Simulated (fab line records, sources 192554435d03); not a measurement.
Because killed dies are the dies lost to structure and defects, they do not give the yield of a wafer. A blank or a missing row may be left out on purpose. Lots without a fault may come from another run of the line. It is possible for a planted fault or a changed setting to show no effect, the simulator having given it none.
Which tool is to blame? :: flow n5 finfet :: 12 lots, 36 wafers sampled, at 2 steps of a route of 1938

## WHAT THE GAUGES READ, wafer by wafer
N5_BEOL_M0_INSPECT_127: inspects for defects (darkfield).
lot: L075
measured: day 6 08:08
on: defect inspect-01
raw defect count: 84 55 56

lot: L077
measured: day 6 15:34
on: defect inspect-01
raw defect count: 59 44 48

lot: L079
measured: day 7 03:24
on: defect inspect-01
raw defect count: 78 58 51

lot: L081
measured: day 7 20:58
on: defect inspect-01
raw defect count: 75 54 47

lot: L083
measured: day 8 12:08
on: defect inspect-02
raw defect count: 66 92 58

lot: L085
measured: day 8 23:41
on: defect inspect-01
raw defect count: 90 93 79

lot: L087
measured: day 9 07:34
on: defect inspect-02
raw defect count: 60 129 62

lot: L089
measured: day 9 22:09
on: defect inspect-02
raw defect count: 56 53 79

lot: L091
measured: day 10 03:35
on: defect inspect-02
raw defect count: 55 59 54

lot: L093
measured: day 10 20:10
on: defect inspect-01
raw defect count: 72 64 60

lot: L095
measured: day 11 00:18
on: defect inspect-01
raw defect count: 85 79 79

lot: L097
measured: day 11 22:38
on: defect inspect-01
raw defect count: 79 70 61

## EACH LOT AND THE TOOL THAT RAN IT (in order: tool; ch and the chambers of the sampled wafers; start)
lot: L075
N5_BEOL_M0_ANNEAL_119: rtp anneal-02 ch 0, day 6 07:19

lot: L077
N5_BEOL_M0_ANNEAL_119: rtp anneal-01 ch 0, day 6 14:41

lot: L079
N5_BEOL_M0_ANNEAL_119: rtp anneal-01 ch 0, day 7 02:31

lot: L081
N5_BEOL_M0_ANNEAL_119: rtp anneal-02 ch 0, day 7 20:05

lot: L083
N5_BEOL_M0_ANNEAL_119: rtp anneal-02 ch 0, day 8 11:16

lot: L085
N5_BEOL_M0_ANNEAL_119: rtp anneal-01 ch 0, day 8 22:51

lot: L087
N5_BEOL_M0_ANNEAL_119: rtp anneal-01 ch 0, day 9 06:44

lot: L089
N5_BEOL_M0_ANNEAL_119: rtp anneal-02 ch 0, day 9 21:14

lot: L091
N5_BEOL_M0_ANNEAL_119: rtp anneal-02 ch 0, day 10 02:42

lot: L093
N5_BEOL_M0_ANNEAL_119: rtp anneal-01 ch 0, day 10 19:17

lot: L095
N5_BEOL_M0_ANNEAL_119: rtp anneal-01 ch 0, day 10 23:17

lot: L097
N5_BEOL_M0_ANNEAL_119: rtp anneal-02 ch 0, day 11 21:43
- N5_BEOL_M0_ANNEAL_119: time 90 s.

## THE ANSWER, worked out from the rows above alone
Rule: what is usual is taken from the lots themselves. Put in order of their means at a reading, lots are off if they are a third of the lots or fewer, leave a main group of 4 or more, and stand apart from it by a gap of 3 or more times the standard deviation of the main group's means; of several such gaps the widest counts. A main group whose means are all the same, to the digits that the tables above print for the reading, isn't used. Also off: a lot with no number at a reading for which 4 or more lots have one. The other lots that the step has rows for count as sound.
Across all readings shown, no lot is off: no conclusion can be drawn from this.

## WHAT THE SIMULATOR HAD PUT IN
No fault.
